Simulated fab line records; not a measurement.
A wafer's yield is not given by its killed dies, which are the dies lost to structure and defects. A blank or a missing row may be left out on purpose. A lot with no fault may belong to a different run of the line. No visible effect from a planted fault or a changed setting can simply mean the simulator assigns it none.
Chamber matching / flow n5_finfet / N5_BEOL_M2_DESCUM_33 on rie_diel-04: 4 sister chambers
The step chemistry O2, time 7 s. 8 wafers are shown with their chamber, then 10 later ones without.

## WAFERS, EACH WITH ITS CHAMBER
wafer=L082.3; chamber=2; throttle_valve_pct (%)=20.08; drypump_motor_current_A (A)=5.2
wafer=L089.5; chamber=1; throttle_valve_pct (%)=20.62; drypump_motor_current_A (A)=5.5
wafer=L091.6; chamber=3; throttle_valve_pct (%)=20.45; drypump_motor_current_A (A)=5.5
wafer=L090.2; chamber=0; throttle_valve_pct (%)=19.95; drypump_motor_current_A (A)=6.2
wafer=L090.5; chamber=2; throttle_valve_pct (%)=20.11; drypump_motor_current_A (A)=5.1
wafer=L090.6; chamber=1; throttle_valve_pct (%)=20.62; drypump_motor_current_A (A)=5.5
wafer=L092.1; chamber=3; throttle_valve_pct (%)=20.45; drypump_motor_current_A (A)=5.5
wafer=L092.4; chamber=0; throttle_valve_pct (%)=19.97; drypump_motor_current_A (A)=6.3

## WAFERS WHOSE CHAMBER IS MISSING
wafer=L092.6; throttle_valve_pct (%)=19.97; drypump_motor_current_A (A)=6.2
wafer=L095.1; throttle_valve_pct (%)=20.64; drypump_motor_current_A (A)=5.5
wafer=L095.2; throttle_valve_pct (%)=20.48; drypump_motor_current_A (A)=5.5
wafer=L095.4; throttle_valve_pct (%)=19.97; drypump_motor_current_A (A)=6.2
wafer=L096.2; throttle_valve_pct (%)=19.98; drypump_motor_current_A (A)=6.3
wafer=L096.4; throttle_valve_pct (%)=20.64; drypump_motor_current_A (A)=5.5
wafer=L096.5; throttle_valve_pct (%)=20.14; drypump_motor_current_A (A)=5.2
wafer=L097.1; throttle_valve_pct (%)=19.98; drypump_motor_current_A (A)=6.2
wafer=L097.2; throttle_valve_pct (%)=20.64; drypump_motor_current_A (A)=5.5
wafer=L097.5; throttle_valve_pct (%)=20.46; drypump_motor_current_A (A)=5.5

## WHICH CHAMBER EACH ONE RAN IN
wafer=L092.6; from the rows above=0; in truth=0
wafer=L095.1; from the rows above=1; in truth=1
wafer=L095.2; from the rows above=3; in truth=3
wafer=L095.4; from the rows above=0; in truth=0
wafer=L096.2; from the rows above=0; in truth=0
wafer=L096.4; from the rows above=1; in truth=1
wafer=L096.5; from the rows above=2; in truth=2
wafer=L097.1; from the rows above=0; in truth=0
wafer=L097.2; from the rows above=1; in truth=1
wafer=L097.5; from the rows above=3; in truth=3
Correct placement for 10 of the 10. From these rows, 0 cannot be placed. Wrongly placed: 0.
How it was worked out, from the rows above alone: a wafer's distance from a chamber is the root of the sum, over the readings, of the square of ((its reading less the chamber's mean) divided by the reading's scatter). The wafer belongs to the nearest chamber; if the next one is less than 2 further off, it can't be placed. The mean given for a chamber averages the wafers shown for that chamber. The scatter is the square root of a quotient: the sum, over the shown wafers, of each reading's squared deviation from its chamber's mean, divided by wafers minus chambers.
